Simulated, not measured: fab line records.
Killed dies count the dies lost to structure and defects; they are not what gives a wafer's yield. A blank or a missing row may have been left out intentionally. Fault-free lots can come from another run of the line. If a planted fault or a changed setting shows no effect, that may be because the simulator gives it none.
Problem report in the 8D (eight disciplines) form, filled by code -- flow nand-harc -- the parts of the form that need people (team, actions taken, sign-off) are left out

## 1. WHAT WENT WRONG
Wafers with no fault read 0.96 a.u. with a standard deviation of 0.039, whereas oes-product-au at NHARC_A_CHANNEL_FILL_D1_ETCHBACK_20 reads a mean of 1.12 a.u. on 1 wafer of 1 lot. That is +4.1 standard deviations from the usual mean.
The step: etches the open film in C4F8/O2/Ar, target depth 27 nm, time 13.5 s.
The first sign was on wafer L448.2 at day 14 07:56, on rie-diel-05. The record has a number at this step for 14 wafers belonging to 5 lots. Rule for "out" (also "out of limits"): further than 4 standard deviations from the usual mean. Any other wafer with a number is counted as sound.

## 2. WHAT IT IS, WHAT IT ISN'T
question,is,is not
which readings at this step,oes-product-au,"chamber-pressure-mTorr, rf-vpp-V"
which lots,L448,"L435, L437, L449, L451"
which wafers of those lots,L448.2,L448.1
read on which tools,rie-diel-05,"rie-diel-03, rie-diel-11"
when,from day 14 07:56,"up to then (7 sound wafers); but 6 sound wafers of L449, L451 came after"

## 3. SUSPECTS, AND WHAT RULES EACH OUT
Counting: if a tool at a process step up to the reading ran every lot that is out, it stays a suspect. Sound lots after the first of them don't rule it out here, since some wafers of a struck lot are sound.
- xsem-01 at NHARC_A_CHANNEL_HOLE_D1_XSEM_31: kept. The lot that is out, L448, ran on it at day 13 03:53; the last sound lot it ran before that was L437, at day 10 22:46.
- ald-hk-01 at NHARC_A_CHANNEL_FILL_D1_ALD_02 (deposits SiO2, target thk 6 nm, pulse time 10 s, ald cycles 60): kept. The lot that is out, L448, ran on it at day 13 04:16; the last sound lot it ran before that was L437, at day 10 23:12.
- ald-sin-batch-02 at NHARC_A_CHANNEL_FILL_D1_ALD_03 (deposits SiNx, target thk 6 nm, pulse time 60 s, ald cycles 58): kept. It ran the lot that is out, L448 (day 14 07:49). With no start given for some of its lots, NHARC_A_CHANNEL_FILL_D1_ALD_03 uses the hours and lot order of NHARC_A_CHANNEL_FILL_D1_ETCHBACK_19.
- rie-si-04 at NHARC_A_CHANNEL_FILL_D1_ETCHBACK_19 (etches the open film in HBr/Cl2, target depth 5 nm, time 1.7 s): kept. It ran the lot that is out, L448 (day 14 07:49).
- rie-diel-05 at NHARC_A_CHANNEL_FILL_D1_ETCHBACK_20 (etches the open film in C4F8/O2/Ar, target depth 27 nm, time 13.5 s): kept. The lot that is out, L448, ran on it at day 14 07:56; the last sound lot it ran before that was L437, at day 11 23:38. On those wafers its own readings are out: oes-product-au.
- At NHARC_A_CHANNEL_FILL_D1_ALD_02 on ald-hk-01, chamber 0 took the sound wafers of the same lots and chamber 2 took the wafers that are out.
- At NHARC_A_CHANNEL_FILL_D1_ETCHBACK_19 on rie-si-04, chamber 0 took the sound wafers of the same lots and chamber 1 took the wafers that are out.
- At NHARC_A_CHANNEL_FILL_D1_ETCHBACK_20 on rie-diel-05, chamber 2 took the sound wafers of the same lots and chamber 3 took the wafers that are out.
Left after counting: xsem-01 at NHARC_A_CHANNEL_HOLE_D1_XSEM_31, ald-hk-01 at NHARC_A_CHANNEL_FILL_D1_ALD_02, ald-sin-batch-02 at NHARC_A_CHANNEL_FILL_D1_ALD_03, rie-si-04 at NHARC_A_CHANNEL_FILL_D1_ETCHBACK_19, rie-diel-05 at NHARC_A_CHANNEL_FILL_D1_ETCHBACK_20.

## 4. THE CAUSE (what the simulator had put in)
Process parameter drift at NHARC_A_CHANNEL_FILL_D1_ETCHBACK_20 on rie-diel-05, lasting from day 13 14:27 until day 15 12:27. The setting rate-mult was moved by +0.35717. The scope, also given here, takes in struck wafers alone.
Counting leaves 5 suspects; this tool is one of them.

## 5. THE EFFECT CHAIN, in route order
One row per reading whose mean, taken over the struck wafers that have a number, lies over 3 standard deviations from the usual. Readings are gone through only where the record gives a usual standard deviation; hours: the median, over the lots, of the time from a lot's start at the first step in this table giving one to that lot's start at this step; sigmas: the change measured in usual standard deviations.
hours,step,reading,usual,on struck wafers,change,sigmas
0,NHARC_A_CHANNEL_FILL_D1_ETCHBACK_20,oes-product-au,0.96 a.u.,1.12,+0.16,+4.1
Its process steps:
- NHARC_A_CHANNEL_FILL_D1_ETCHBACK_20: etches the open film in C4F8/O2/Ar, target depth 27 nm, time 13.5 s.
Later measuring or inspecting steps at which every struck wafer that the step has a row for has a number for every such reading, and none has moved that far: NHARC_END_SORT_01.

## 6. HOW IT WOULD HAVE BEEN CAUGHT EARLIER
In this record the first reading out of limits was taken at day 14 07:56, 17 hours after the fault began at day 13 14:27.
